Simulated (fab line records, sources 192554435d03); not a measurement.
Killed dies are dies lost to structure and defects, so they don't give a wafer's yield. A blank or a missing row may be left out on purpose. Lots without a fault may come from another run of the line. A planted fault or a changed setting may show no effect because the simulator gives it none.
Which tool did it? | flow n5_finfet | 10 lots, 30 wafers sampled, at 4 steps of a route of 1938

WHAT THE GAUGES READ, wafer by wafer
N5_BEOL_M12_OVL_MEAS_29. Usual: M12_OVL 0 nm, standard deviation 4.9.
lot  | measured     | on         | M12_OVL (nm) | flag
L359 | day 11 10:08 | overlay-02 | 6 3 0        |
L360 | day 11 14:48 | overlay-02 | -3 -4 2      |
L363 | day 12 12:59 | overlay-02 | -1 -6 -6     |
L366 | day 13 06:44 | overlay-02 | -11 -9 -9    |
L369 | day 13 18:49 | overlay-01 | 4 7 5        |
L377 | day 15 21:37 | overlay-02 | 30 27 33     | OFF
L378 | day 15 22:15 | overlay-01 | 27 30 38     | OFF
L379 | day 16 06:26 | overlay-01 | 30 31 27     | OFF
L380 | day 16 15:59 | overlay-01 | 4 -8 -6      |
L381 | day 17 14:47 | overlay-01 | 0 -6 -8      |

WHICH TOOL RAN EACH LOT (tool, then ch and the chambers of the sampled wafers, then the start)
lot  | N5_BEOL_M12_DESCUM_15              | N5_BEOL_M12_ETCH_59                | N5_BEOL_M12_EXPOSE_25
L359 | rie_diel-01 ch 1,2,3, day 11 09:17 | rie_diel-01 ch 1,2,3, day 11 09:19 | krf_scanner-01 ch 0, day 11 09:56
L360 | rie_diel-01 ch 0,3, day 11 13:57   | rie_diel-01 ch 0,3, day 11 13:59   | krf_scanner-02 ch 0, day 11 14:37
L363 | rie_diel-03 ch 0,1,2, day 12 12:01 | rie_diel-03 ch 0,1,2, day 12 12:03 | krf_scanner-02 ch 0, day 12 12:47
L366 | rie_diel-05 ch 0,2,3, day 13 05:43 | rie_diel-05 ch 0,2,3, day 13 05:45 | krf_scanner-02 ch 0, day 13 06:32
L369 | rie_diel-01 ch 0,1, day 13 17:57   | rie_diel-01 ch 0,1, day 13 17:59   | krf_scanner-02 ch 0, day 13 18:37
L377 | rie_diel-05 ch 1,2, day 15 20:43   | rie_diel-05 ch 1,2, day 15 20:45   | krf_scanner-02 ch 0, day 15 21:25
L378 | rie_diel-03 ch 1,2, day 15 21:20   | rie_diel-03 ch 1,2, day 15 21:23   | krf_scanner-02 ch 0, day 15 22:03
L379 | rie_diel-05 ch 1,2, day 16 05:35   | rie_diel-05 ch 1,2, day 16 05:37   | krf_scanner-02 ch 0, day 16 06:15
L380 | rie_diel-03 ch 0,1, day 16 15:00   | rie_diel-03 ch 0,1, day 16 15:02   | krf_scanner-01 ch 0, day 16 15:46
L381 | rie_diel-05 ch 0,1,2, day 17 13:43 | rie_diel-05 ch 0,1,2, day 17 13:45 | krf_scanner-01 ch 0, day 17 14:35
- N5_BEOL_M12_DESCUM_15: chemistry O2, time 7.9 s.
- N5_BEOL_M12_ETCH_59: etches BARC in N2/H2, target depth 89 nm, overetch 26.7 nm, time 67.9 s.
- N5_BEOL_M12_EXPOSE_25: exposes mask M12.

WHAT THE TOOLS THEMSELVES READ (means of the sampled wafers that have a number; where no wafer has one, the mark that the record gives instead)
N5_BEOL_M12_DESCUM_15. Usual: drypump_motor_current_A 5.8 A, standard deviation 0.34; oes_product_au 0.81 a.u., standard deviation 0.077; rf_vpp_V 243.5 V, standard deviation 1.4; showerhead_plenum_p_Torr 2.10 Torr, standard deviation 0.078; throttle_valve_pct 20.45 %, standard deviation 0.17.
lot  | tool        | drypump_motor_current_A (A) | oes_product_au (a.u.) | rf_vpp_V (V) | showerhead_plenum_p_Torr (Torr) | throttle_valve_pct (%) | flag
L359 | rie_diel-01 | 5.7                         | 0.86                  | 244.5        | 2.18                            | 20.32                  |
L360 | rie_diel-01 | 5.5                         | 0.85                  | 245.7        | 2.17                            | 20.26                  |
L363 | rie_diel-03 | 5.5                         | 0.70                  | 242.1        | 2.03                            | 20.64                  |
L366 | rie_diel-05 | 5.6                         | 0.81                  | 242.3        | 2.03                            | 20.50                  |
L369 | rie_diel-01 | 6.1                         | 0.75                  | 243.9        | 2.11                            | 20.49                  |
L377 | rie_diel-05 | 5.8                         | 0.83                  | 242.2        | 2.06                            | 20.60                  |
L378 | rie_diel-03 | 5.6                         | 0.77                  | 241.5        | 2.06                            | 20.47                  |
L379 | rie_diel-05 | 5.8                         | 0.82                  | 242.4        | 2.06                            | 20.61                  |
L380 | rie_diel-03 | 5.5                         | 0.96                  | 244.7        | 2.16                            | 20.52                  |
L381 | rie_diel-05 | 5.8                         | 0.86                  | 243.1        | 2.06                            | 20.39                  |

N5_BEOL_M12_ETCH_59. Usual: drypump_motor_current_A 5.8 A, standard deviation 0.35; oes_product_au 0.68 a.u., standard deviation 0.061; rf_vpp_V 524.3 V, standard deviation 2.4; showerhead_plenum_p_Torr 2.55 Torr, standard deviation 0.08; throttle_valve_pct 17.89 %, standard deviation 0.26.
lot  | tool        | drypump_motor_current_A (A) | oes_product_au (a.u.) | rf_vpp_V (V) | showerhead_plenum_p_Torr (Torr) | throttle_valve_pct (%) | flag
L359 | rie_diel-01 | 5.8                         | 0.73                  | 527.0        | 2.64                            | 17.70                  |
L360 | rie_diel-01 | 5.5                         | 0.72                  | 525.8        | 2.64                            | 17.72                  |
L363 | rie_diel-03 | 5.5                         | 0.59                  | 522.8        | 2.46                            | 18.09                  |
L366 | rie_diel-05 | 5.6                         | 0.69                  | 523.0        | 2.49                            | 18.13                  |
L369 | rie_diel-01 | 6.1                         | 0.64                  | 524.2        | 2.56                            | 17.87                  |
L377 | rie_diel-05 | 5.8                         | 0.69                  | 522.7        | 2.51                            | 18.13                  |
L378 | rie_diel-03 | 5.6                         | 0.65                  | 523.3        | 2.50                            | 17.94                  |
L379 | rie_diel-05 | 5.9                         | 0.69                  | 522.9        | 2.50                            | 18.14                  |
L380 | rie_diel-03 | 5.5                         | 0.81                  | 525.5        | 2.61                            | 17.84                  |
L381 | rie_diel-05 | 5.8                         | 0.73                  | 522.7        | 2.50                            | 17.87                  |

THE ANSWER, worked out from the rows above alone
Rule: a lot is off if the mean of its wafers that have a number lies more than 3 standard deviations from the usual mean. A lot without any number at a reading at which 4 lots or more have one is off too. The other lots that the step has rows for count as sound. The gauges are gone through in route order, then the tools' own readings, and for those a lot's mean is taken as printed above. The first step at which some lot is off is used, and at that step the reading that is off furthest; a lot without a number counts as furthest.
Off: L377, L378, L379, at N5_BEOL_M12_OVL_MEAS_29 (M12_OVL).
A tool fits if, at a process step before that reading, it ran every lot that is off, and no sound lot after the first of them. The gauges at N5_BEOL_M12_OVL_MEAS_29 are tried like those tools. One fits: krf_scanner-02 at N5_BEOL_M12_EXPOSE_25. Its last sound lot is L369 (day 13 18:37), its first lot that is off L377 (day 15 21:25): a fault that began between those two fits.

WHAT THE SIMULATOR HAD PUT IN
Scanner matching overlay: krf_scanner-02, from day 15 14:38 on, at N5_BEOL_M12_EXPOSE_25. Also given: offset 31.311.
Lots struck among those shown: L377, L378, L379. The rule above found the same.
